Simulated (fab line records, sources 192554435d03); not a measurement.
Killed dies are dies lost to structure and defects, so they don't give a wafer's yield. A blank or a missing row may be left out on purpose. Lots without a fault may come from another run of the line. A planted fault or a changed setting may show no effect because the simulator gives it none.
Chamber matching | flow n5_finfet | N5_HKMG_FIN_DESCUM_17 on rie_diel-03: 4 sister chambers
The step chemistry O2, time 7.9 s. 14 wafers are shown with their chamber, then 6 later ones without.

WAFERS WITH THEIR CHAMBER
wafer  | chamber | drypump_motor_current_A (A) | showerhead_plenum_p_Torr (Torr) | throttle_valve_pct (%)
L079.3 | 2       | 5.6                         | 2.14                            | 19.97
L079.4 | 3       | 6.0                         | 2.10                            | 20.12
L079.5 | 2       | 5.6                         | 2.14                            | 19.98
L086.3 | 1       | 6.1                         | 2.14                            | 20.17
L086.4 | 3       | 6.0                         | 2.09                            | 20.11
L086.5 | 2       | 5.6                         | 2.14                            | 20.00
L088.2 | 3       | 6.0                         | 2.09                            | 20.14
L088.4 | 2       | 5.6                         | 2.13                            | 20.01
L088.5 | 1       | 6.1                         | 2.14                            | 20.18
L093.3 | 3       | 6.0                         | 2.09                            | 20.16
L093.4 | 1       | 6.1                         | 2.14                            | 20.19
L095.2 | 1       | 6.2                         | 2.13                            | 20.21
L095.3 | 2       | 5.6                         | 2.13                            | 20.02
L095.4 | 0       | 5.5                         | 2.21                            | 19.98

SIGNATURES (means of the wafers above)
reading                  | chamber 0 | chamber 1 | chamber 2 | chamber 3 | scatter within a chamber
drypump_motor_current_A  | 5.500     | 6.125     | 5.600     | 6.000     | 0.0274
showerhead_plenum_p_Torr | 2.2100    | 2.1375    | 2.1360    | 2.0925    | 0.0052
throttle_valve_pct       | 19.9800   | 20.1875   | 19.9960   | 20.1325   | 0.0202
Rule: a wafer's distance from a chamber is the root of the sum, over the readings, of the square of ((its reading less the chamber's mean) divided by the reading's scatter). The wafer belongs to the nearest chamber; if the next one is less than 2 further off, it can't be placed. The scatter: the root of (the sum of the squares of (reading less its chamber's mean) over the shown wafers, divided by (wafers less chambers)).

WAFERS WITHOUT THEIR CHAMBER
wafer  | drypump_motor_current_A (A) | showerhead_plenum_p_Torr (Torr) | throttle_valve_pct (%)
L097.2 | 6.0                         | 2.08                            | 20.17
L097.4 | 5.6                         | 2.13                            | 20.05
L097.5 | 6.1                         | 2.13                            | 20.19
L096.1 | 5.6                         | 2.13                            | 20.03
L096.2 | 5.9                         | 2.08                            | 20.16
L096.4 | 5.5                         | 2.21                            | 20.01

WHICH CHAMBER EACH WENT THROUGH
wafer  | from the rows above | in truth
L097.2 | 3                   | 3
L097.4 | 2                   | 2
L097.5 | 1                   | 1
L096.1 | 2                   | 2
L096.2 | 3                   | 3
L096.4 | 0                   | 0
Placed correctly: 6 of 6. Can't be placed from these rows: 0. Placed wrongly: 0.
